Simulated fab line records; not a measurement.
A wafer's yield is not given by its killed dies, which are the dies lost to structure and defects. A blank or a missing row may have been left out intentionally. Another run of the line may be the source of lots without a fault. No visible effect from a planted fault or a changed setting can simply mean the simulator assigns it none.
Which tool was responsible? :: flow n5 finfet :: 11 lots, 32 wafers sampled, at 1 step of a route of 1938

== WHAT THE GAUGES SHOWED, per wafer ==
N5_BEOL_M3_CD_MEAS_35: target cd 18 nm, target cd y 21 nm.
lot: L945
measured: day 8 06:35
on: cd sem-03
cd nm (nm): 18.5 18.3 17.7

lot: L946
measured: day 8 10:10
on: cd sem-01
cd nm (nm): 17.2 18.3 18.6

lot: L947
measured: day 8 13:37
on: cd sem-02
cd nm (nm): 18.0 18.4 18.4

lot: L954
measured: day 9 15:33
on: cd sem-01
cd nm (nm): 17.4 18.2 18.6

lot: L958
measured: day 11 12:45
on: cd sem-02
cd nm (nm): 17.7 17.7 17.9

lot: L960
measured: day 11 12:52
on: cd sem-03
cd nm (nm): 17.9 18.2 17.8

lot: L962
measured: day 11 20:01
on: cd sem-01
cd nm (nm): 18.3 18.1

lot: L964
measured: day 12 03:15
on: cd sem-01
cd nm (nm): 17.9 17.6 17.8

lot: L965
measured: day 12 04:08
on: cd sem-01
cd nm (nm): 18.2 17.8 17.4

lot: L966
measured: day 13 09:12
on: cd sem-03
cd nm (nm): 18.6 17.7 18.1

lot: L968
measured: day 13 17:54
on: cd sem-01
cd nm (nm): 18.3 17.6 18.5

== WHAT TOOL EACH LOT RAN ON (gives the tool, then ch and the chambers of the sampled wafers, and finally the start) ==
Before these readings, the record contains no process step.

== THE ANSWER, worked out from the rows above alone ==
Rule: what is usual is taken from the lots themselves. The widest of any qualifying gaps counts: lots, ordered by their means at a reading, are off when they make up no more than a third of the lots, leave a main group of 4 or more, and stand apart from it by 3 or more times the standard deviation of that group's means. If all means in a main group match to the digits the tables above print for the reading, that group is not used. Also off: a lot with no number at a reading for which 4 or more lots have one. Where the step has rows for the other lots, those lots are counted as sound.
No lot is off at any reading shown: from this, nothing can be told.

== WHAT THE SIMULATOR HAD PUT IN ==
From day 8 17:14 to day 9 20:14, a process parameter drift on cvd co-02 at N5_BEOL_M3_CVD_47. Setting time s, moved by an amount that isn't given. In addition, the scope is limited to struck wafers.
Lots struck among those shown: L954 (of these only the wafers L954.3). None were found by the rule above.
